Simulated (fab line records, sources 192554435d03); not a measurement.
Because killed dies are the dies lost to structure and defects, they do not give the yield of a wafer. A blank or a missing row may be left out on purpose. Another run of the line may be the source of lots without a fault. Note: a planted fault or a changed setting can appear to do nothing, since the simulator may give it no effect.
A struck lot beside a sound one ; flow n5Finfet ; 24 steps out of a route of 1938
Sound: the wafers L577.1, L577.3, L577.4. Struck: wafers L571.1, L571.3, L571.6. The cause comes at the end.
For every step that has rows: the tool of each side, followed by ch and its chambers, followed by its first start. Under that, the readings that differ: sound wafers ; struck wafers ; difference of the means ; sigmas: that difference in standard deviations of wafers without a fault.
alike: a reading whose means differ by less than 2 such deviations, as well as words and numbers matching on both sides. not compared: withheld readings; readings where some wafer has no value; bounds like >300 that might hide an equal value; numbers whose values overlap and for which the record gives no deviation.
The two part at a step that has a row with sigmas, a row that says differs or no value, or rows on one side only. Numbers that don't overlap but have no deviation are shown without sigmas and don't part them. Lack of a reading on every wafer of one side parts them only where that side has two or more wafers.

first, 9 steps without rows for these wafers: N5_DUMMY_GATE_COAT_28 (time 60 s, resist thk 10 nm); N5_DUMMY_GATE_COAT_09 (resist thk 30 nm); N5_DUMMY_GATE_EBR_11; N5_DUMMY_GATE_SOFTBAKE_10 (time 60 s); N5_DUMMY_GATE_EXPOSE_12 (exposes mask GATE, target cd 25 nm); N5_DUMMY_GATE_PEB_13 (peb time 60 s); N5_DUMMY_GATE_DEVELOP_14 (develop time 30 s); N5_DUMMY_GATE_DESCUM_20 (chemistry O2, time 6.2 s); N5_DUMMY_GATE_ETCH_29 (etches underlayer in N2/H2, target depth 13 nm).
N5_DUMMY_GATE_ETCH_36: etches SiARC in CF4, target depth 13 nm.
  sound on rieDiel-05 ch 0,2,3, day 7 00:08; struck on rieDiel-04 ch 1,2,3, day 5 11:29
  no value came back on the struck wafers for any of 8 readings (biasW (W), cf4FlowSccm (sccm) and others); on the sound wafers biasW (W) reads 35.97 35.96 35.93
reading;sound;struck;difference;sigmas
model.CAR-EUV_of_DUMMY_GATE_COAT_09.thkNm (nm);11.4 11.6 11.4;19 19 19.4;+8;
N5_DUMMY_GATE_ETCH_37: etches SOC in N2/H2, target depth 60 nm, overetch 30 nm.
  sound on rieDiel-05 ch 0,2,3, day 7 00:10; struck on rieDiel-04 ch 1,2,3, day 5 11:31
reading;sound;struck;difference;sigmas
oesProductAu (a.u.);0.65 0.59 0.64;0.30 0.29 0.27;-0.34;-7
  alike: biasW, chamberPressureMTorr, drypumpMotorCurrentA, rfVppV, showerheadPlenumPTorr, throttleValvePct
  not compared: rfHoursCounterH
then, 4 steps without rows for these wafers: N5_DUMMY_GATE_STRIP_38 (strips in N2/H2); N5_DUMMY_GATE_STRIP_39 (strips in N2/H2); N5_DUMMY_GATE_TRIM_49 (chemistry O2, time 29 s, target cd 14 nm); N5_DUMMY_GATE_STRIP_40 (strips in CF4).
N5_DUMMY_GATE_CD_MEAS_50: target cd 14 nm.
  sound on cdSem-02 at day 7 00:32; struck on cdSem-02 at day 5 11:54
reading;sound;struck;difference;sigmas
cdNm (nm);13.9 13.6 14.4;- - -;no value on the struck wafers;
N5_DUMMY_GATE_ETCH_31: etches SiO2 in C4F6/O2, target depth 82.5 nm, time 27.5 s.
  sound on rieDiel-04 ch 0,2,3, day 7 00:35; struck on rieDiel-04 ch 1,3, day 5 12:07
reading;sound;struck;difference;sigmas
oesProductAu (a.u.);0.75 0.70 0.71;0.30 0.26 0.27;-0.44;-7
throttleValvePct (%);21.7 21.0 21.3;20.7 20.6 20.6;-0.7;-2
  alike: C4F6_flow_sccm, O2_flow_sccm, biasW, drypumpMotorCurrentA, rfVppV, showerheadPlenumPTorr
  not compared: rfHoursCounterH
then, 3 steps without rows for these wafers: N5_DUMMY_GATE_STRIP_41 (strips in O2); N5_DUMMY_GATE_ETCH_32 (etches SiO2 in CF4, target depth 3.5 nm, time 3.9 s); N5_DUMMY_GATE_ETCH_23 (etches poly-Si in HBr/Cl2/O2, target depth 41 nm, time 22.3 s).
N5_DUMMY_GATE_ETCH_44: etches poly-Si in HBr/O2, stops on SiO2, target depth 127.5 nm.
  sound on rieSi-05 ch 1,2,3, day 7 00:55; struck on rieSi-01 ch 0,1, day 5 12:26
reading;sound;struck;difference;sigmas
oesProductAu (a.u.);0.711 0.726 0.721;0.379 0.372 0.378;-0.343;-34
  alike: HBr_flow_sccm, O2_flow_sccm, biasW, drypumpMotorCurrentA, throttleValvePct
  not compared: rfHoursCounterH
N5_DUMMY_GATE_CD_MEAS_24: target cd 15 nm.
  sound on cdSem-01 at day 7 01:02; struck on cdSem-02 at day 5 12:33
reading;sound;struck;difference;sigmas
cdNm (nm);14.8 15.2 15.3;- - -;no value on the struck wafers;
N5_BEOL_M4_RC_MEAS_101:
  the record has rows for the sound wafers here (prober-01 ch 0, day 12 13:23) and none for the struck ones
-- a jump in the record: the struck wafers' starts before and after are 10 days apart (it breaks off in module BEOL_M4 and resumes in module PASSIVATION, where the first step shown is number 1936 of the route) --
N5_PASSIVATION_PROBE_49:
  sound on prober-01 at day 16 20:09; struck on prober-02 at day 15 03:57
reading;sound;struck;difference;sigmas
defectLimitedYield (%);91.2 90.3 89.5;0 0 0;-90;-60
killedAtFrontEnd;36 52 39;1115 1086 1111;+1062;+97
killedDies;104 115 124;1180 1180 1180;+1066;+63
killedOnRim;17 10 28;152 152 152;+134;+37
sort_bin_5_function (%);5.3 5.9 5.0;96.7 95.3 96.3;+90.7;+99 or more
sortNPass;1076 1065 1056;0 0 0;-1066;-63
sortYieldPct (%);91.2 90.3 89.5;0 0 0;-90;-60
  alike: killed_at_M0_to_M3, killed_at_M4_up, killedAtContacts, killedAtOther, killedOpen, killedShort, sort_bin_6_memory

## WHERE THEY PART
Earliest at N5_DUMMY_GATE_ETCH_36; latest, in this record, at N5_PASSIVATION_PROBE_49.

WHY: whatever the simulator had introduced
Beginning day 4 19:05, the whole step at N5_DUMMY_GATE_ETCH_36 was skipped on rieDiel-04. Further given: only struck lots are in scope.
